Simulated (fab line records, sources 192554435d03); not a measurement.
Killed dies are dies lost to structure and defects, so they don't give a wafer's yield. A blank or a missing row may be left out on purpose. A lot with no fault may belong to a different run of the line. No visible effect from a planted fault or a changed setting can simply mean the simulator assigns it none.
Lot-split experiment	flow n5_finfet	route with 1938 steps; 7 lots, 21 wafers read

## THE SPLIT ITSELF
At N5_BEOL_M13_COAT_04 (resist thk 400 nm), the setting spin_rpm was moved away from the recipe's 1625 rpm on 4 of the 21 wafers read, by -5.7% to +11.0%. The other wafers ran this setting at the recipe's value.

## FROM THE SPLIT TO THE READING: what the file shows between them, 7 steps
- N5_BEOL_M13_EXPOSE_07: exposes mask V12 (also split here: dose_mj)
- N5_BEOL_M13_PEB_08: peb time 90 s
- N5_BEOL_M13_DEVELOP_09: develop time 45 s
- N5_BEOL_M13_HARDBAKE_14: time 120 s
- N5_BEOL_M13_CD_MEAS_10: target cd 190 nm
- N5_BEOL_M13_DESCUM_15: chemistry O2, time 7.9 s
- N5_BEOL_M13_ETCH_59: etches BARC in N2/H2, target depth 89 nm, overetch 26.7 nm, time 67.9 s

## THE READING
coat_of_BEOL_M13_COAT_04.thk_nm (the simulator's own value, which no gauge read), in nm, at N5_BEOL_M13_VIA_ETCH_16 (etches SiOC in C4F8/O2/Ar, target depth 921.7 nm). There is no usual value for it anywhere in the file. Average 67.6 nm, standard deviation 3.8 nm, over the 17 wafers here run with the recipe.

wafer	tool, chamber at the split	spin_rpm as run, rpm	against the recipe	coat_of_BEOL_M13_COAT_04.thk_nm, nm	against lot-mates on the recipe
L075.1	litho_track-02, 0	1625	recipe	71.2	-
L075.2	litho_track-02, 0	1625	recipe	69.4	-
L075.4	litho_track-02, 0	1625	recipe	65.4	-
L079.3	litho_track-01, 0	1625	recipe	67.2	-
L079.4	litho_track-01, 0	1625	recipe	64.6	-
L079.5	litho_track-01, 0	1625	recipe	67	-
L086.2	litho_track-02, 0	1625	recipe	71.6	-
L086.4	litho_track-02, 0	1625	recipe	71.2	-
L086.6	litho_track-02, 0	1562	-3.9%	74.8	+3.4
L087.3	litho_track-05, 0	1625	recipe	63.6	-
L087.5	litho_track-05, 0	1625	recipe	63.2	-
L087.6	litho_track-05, 0	1625	recipe	57.6	-
L091.2	litho_track-01, 0	1625	recipe	70.2	-
L091.3	litho_track-01, 0	1625	recipe	68.8	-
L091.4	litho_track-01, 0	1625	recipe	65.8	-
L096.3	litho_track-05, 0	1625	recipe	70.6	-
L096.4	litho_track-05, 0	1804	+11.0%	47	-23.6
L096.5	litho_track-05, 0	1804	+11.0%	50.8	-19.8
L095.1	litho_track-05, 0	1533	-5.7%	86.4	+15.4
L095.4	litho_track-05, 0	1625	recipe	71.6	-
L095.5	litho_track-05, 0	1625	recipe	70.4	-

FIT RESULTS
A straight line over all 21 wafers: coat_of_BEOL_M13_COAT_04.thk_nm changes by -1.91 nm for each +1% of spin_rpm; r = -0.88; the points scatter about the line by 4.1 nm.
The same after taking each lot's own level away (the mean of its wafers on the recipe; 21 wafers): -2 nm for each +1%; r = -0.96; scatter 2.3 nm.
According to that fit, moving spin_rpm by its largest amount changes the reading by 22 nm.
The span of the lots' own levels, 61.47 to 71.40 nm, comes to 2.6 times the standard deviation stated above.
The two slopes are in agreement: the lot-to-lot level therefore moves the slope only a little.
Check: for one of the wafers moved furthest among these (+11.0%), held out of the fit, the line's prediction against its lot-mates is -20.7 nm. Against them it came out at -23.6 nm.

## THESE WAFERS: OTHER SPLITS
These wafers also went through other splits before the reading. Each is held against what the fit with the lots' levels taken away leaves over:
other split on the same wafers	wafers away from the commonest value	r with coat_of_BEOL_M13_COAT_04.thk_nm (lot level and that fit taken away)
N5_BEOL_M10_PECVD_70 time_s	7	+0.04
N5_BEOL_M10_COAT_59 temp_c	7	+0.20
N5_BEOL_M11_ILD_DEP_00 time_s	7	-0.14
N5_BEOL_M11_ETCH_41 time_s	5	-0.08
N5_BEOL_M11_ALD_74 ald_cycles	7	-0.23
N5_BEOL_M13_EXPOSE_07 dose_mj	4	+0.08

## THE WHOLE CHAIN: every reading that the file lists as answering this split, in the file's order
step	what it does	reading	change (the file's fit)	r (the file's)
N5_BEOL_M13_COAT_04	resist thk 400 nm	coat_of_BEOL_M13_COAT_04.thk_nm (the simulator's own value, which no gauge read)	-1.81 nm for each +1% of the setting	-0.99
N5_BEOL_M13_ETCH_59	etches BARC in N2/H2, target depth 89 nm, overetch 26.7 nm, time 67.9 s	coat_of_BEOL_M13_COAT_04.thk_nm (the simulator's own value, which no gauge read)	-1.87 nm for each +1% of the setting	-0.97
N5_BEOL_M13_VIA_ETCH_16	etches SiOC in C4F8/O2/Ar, target depth 921.7 nm	coat_of_BEOL_M13_COAT_04.thk_nm (the simulator's own value, which no gauge read)	-2.02 nm for each +1% of the setting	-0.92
N5_BEOL_M13_STRIP_63	strips in N2/H2	strip_time_to_endpoint_s	withheld for each +1% of the setting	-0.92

## THE FILE'S OWN FIT
coat_of_BEOL_M13_COAT_04.thk_nm changes by -2.02 nm for each +1% of spin_rpm, r = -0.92.
